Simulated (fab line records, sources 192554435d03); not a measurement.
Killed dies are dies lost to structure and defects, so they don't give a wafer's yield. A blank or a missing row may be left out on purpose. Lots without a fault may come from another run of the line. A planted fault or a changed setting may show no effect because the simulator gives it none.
Chamber matching | flow n5_finfet | N5_FIN_CUT_ETCH_30 on rie_diel-05: 4 sister chambers
The step etches underlayer in N2/H2, target depth 13 nm, time 10.4 s. 8 wafers are shown with their chamber, then 7 later ones without.

WAFERS WITH THEIR CHAMBER
wafer  | chamber | drypump_motor_current_A (A) | throttle_valve_pct (%)
L698.4 | 0       | 5.01                        | 18.25
L698.5 | 1       | 5.45                        | 17.73
L699.5 | 1       | 5.47                        | 17.74
L699.6 | 2       | 5.71                        | 17.96
L701.2 | 0       | 5.03                        | 18.28
L701.6 | 2       | 5.69                        | 17.97
L707.1 | 3       | 5.32                        | 17.96
L707.3 | 3       | 5.31                        | 17.93

WAFERS WITHOUT THEIR CHAMBER
wafer  | drypump_motor_current_A (A) | throttle_valve_pct (%)
L707.6 | 5.70                        | 18.01
L715.1 | 5.34                        | 17.98
L715.3 | 5.67                        | 18.02
L715.5 | 5.68                        | 18.00
L719.3 | 5.47                        | 17.39
L719.5 | 5.31                        | 17.97
L719.6 | 5.04                        | 18.33

WHICH CHAMBER EACH WENT THROUGH
wafer  | from the rows above | in truth
L707.6 | 2                   | 2
L715.1 | 3                   | 3
L715.3 | 2                   | 2
L715.5 | 2                   | 2
L719.3 | 1                   | 1
L719.5 | 3                   | 3
L719.6 | 0                   | 0
Placed correctly: 7 of 7. Can't be placed from these rows: 0. Placed wrongly: 0.
How it was worked out, from the rows above alone: a wafer's distance from a chamber is the root of the sum, over the readings, of the square of ((its reading less the chamber's mean) divided by the reading's scatter). The wafer belongs to the nearest chamber; if the next one is less than 2 further off, it can't be placed. A chamber's mean is the mean of its shown wafers. The scatter: the root of (the sum of the squares of (reading less its chamber's mean) over the shown wafers, divided by (wafers less chambers)).
